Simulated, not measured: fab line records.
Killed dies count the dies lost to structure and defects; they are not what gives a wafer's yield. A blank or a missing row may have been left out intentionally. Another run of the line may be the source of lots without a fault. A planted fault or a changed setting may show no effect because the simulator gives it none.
Chamber matching -- flow n5-finfet -- rie-diel-01 running N5_BEOL_M5_STRIP_64: 4 sister chambers
The step strips in CF4. 4 wafers are shown with their chamber, then 10 later ones without.

WAFERS WITH THEIR CHAMBER
wafer,chamber,drypump-motor-current-A (A)
L080.4,0,5.4
L083.2,2,5.6
L088.3,1,6.4
L088.4,3,5.9

WAFERS MISSING THEIR CHAMBER
wafer,drypump-motor-current-A (A)
L088.6,5.9
L089.3,6.4
L089.4,5.9
L089.6,5.3
L090.2,6.4
L090.4,5.4
L090.6,5.3
L091.1,6.4
L091.3,5.3
L091.6,6.4

EACH ONE'S CHAMBER
wafer,from the rows above,in truth
L088.6,3,3
L089.3,1,1
L089.4,3,3
L089.6,0,0
L090.2,1,1
L090.4,0,0
L090.6,0,0
L091.1,1,1
L091.3,0,0
L091.6,1,1
Placed correctly: 10 of 10. Left unplaced by these rows: 0. 0 placed wrongly.
How it was worked out, from the rows above alone: a wafer's distance from a chamber is the root of the sum, over the readings, of the square of ((its reading less the chamber's mean) divided by the reading's scatter). The wafer belongs to the nearest chamber; if the next one is less than 2 further off, it can't be placed. For every chamber, the mean is computed from those of its wafers that are shown. The scatter: with one shown wafer a chamber, the root of the mean of the squares of how far each hidden wafer lies from its nearest shown one.
